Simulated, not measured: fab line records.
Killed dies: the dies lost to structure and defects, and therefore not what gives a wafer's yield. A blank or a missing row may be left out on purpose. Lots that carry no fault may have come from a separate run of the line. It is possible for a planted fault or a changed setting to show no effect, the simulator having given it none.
Matching of chambers | flow n5_finfet | N5_BEOL_M10_ALD_74 on ald_metal-03 has 4 sister chambers
The step deposits TaN, target thk 2 nm, pulse time 2 s, purge time 3 s. 27 wafers are shown with their chamber, then 12 later ones without.

== EACH WAFER AND ITS CHAMBER ==
wafer  | chamber | heater_power_w (W) | susceptor_temp_C (C)
L075.1 | 0       | 429                | 274.76
L075.4 | 2       | 455                | 275.40
L075.5 | 2       | 457                | 275.56
L078.3 | 2       | 451                | 275.20
L078.5 | 2       | 452                | 274.63
L078.6 | 3       | 385                | 274.86
L077.2 | 3       | 379                | 275.15
L077.5 | 0       | 428                | 275.08
L077.6 | 1       | 473                | 274.70
L079.2 | 1       | 482                | 274.97
L079.4 | 0       | 436                | 275.06
L079.5 | 1       | 481                | 274.86
L083.2 | 1       | 488                | 275.18
L083.5 | 1       | 480                | 274.78
L083.6 | 2       | 441                | 274.69
L084.2 | 3       | 378                | 274.82
L084.3 | 1       | 472                | 274.76
L084.6 | 2       | 448                | 274.95
L081.1 | 0       | 432                | 274.86
L081.3 | 2       | 454                | 275.06
L081.5 | 0       | 427                | 275.14
L082.1 | 2       | 454                | 275.10
L082.4 | 3       | 385                | 275.01
L082.5 | 3       | 386                | 274.85
L085.1 | 0       | 426                | 274.85
L085.5 | 3       | 386                | 274.95
L085.6 | 2       | 444                | 274.77

SIGNATURES, as means of the wafers listed above
reading          | chamber 0 | chamber 1 | chamber 2 | chamber 3 | scatter within a chamber
heater_power_w   | 429.67    | 479.33    | 450.67    | 383.17    | 4.86
susceptor_temp_C | 274.9583  | 274.8750  | 275.0400  | 274.9400  | 0.224
Rule: a wafer's distance from a chamber is the root of the sum, over the readings, of the square of ((its reading less the chamber's mean) divided by the reading's scatter). If the next closest chamber is less than 2 further off than the closest, the wafer can't be placed; otherwise it belongs to the closest. The scatter is the square root of a quotient: the sum, over the shown wafers, of each reading's squared deviation from its chamber's mean, divided by wafers minus chambers.

== WAFERS WITH NO CHAMBER GIVEN ==
wafer  | heater_power_w (W) | susceptor_temp_C (C)
L090.3 | 392                | 274.96
L090.5 | 475                | 275.39
L090.6 | 438                | 274.79
L089.1 | 422                | 275.05
L089.2 | 443                | 274.79
L089.5 | 378                | 275.15
L092.2 | 474                | 275.03
L092.3 | 433                | 274.89
L092.5 | 388                | 274.96
L094.2 | 440                | 275.24
L094.3 | 390                | 275.31
L094.5 | 434                | 275.24

== WHICH CHAMBER EACH ONE RAN IN ==
wafer  | from the rows above     | in truth
L090.3 | 3                       | 3
L090.5 | 1                       | 1
L090.6 | can't be placed: 0 or 2 | 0
L089.1 | 0                       | 0
L089.2 | can't be placed: 2 or 0 | 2
L089.5 | 3                       | 3
L092.2 | 1                       | 1
L092.3 | 0                       | 0
L092.5 | 3                       | 3
L094.2 | can't be placed: 2 or 0 | 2
L094.3 | 3                       | 3
L094.5 | 0                       | 0
Correct placement for 9 of the 12. Not placeable from these rows: 3 (in 3, the candidates include the true chamber). Placed wrongly: 0.
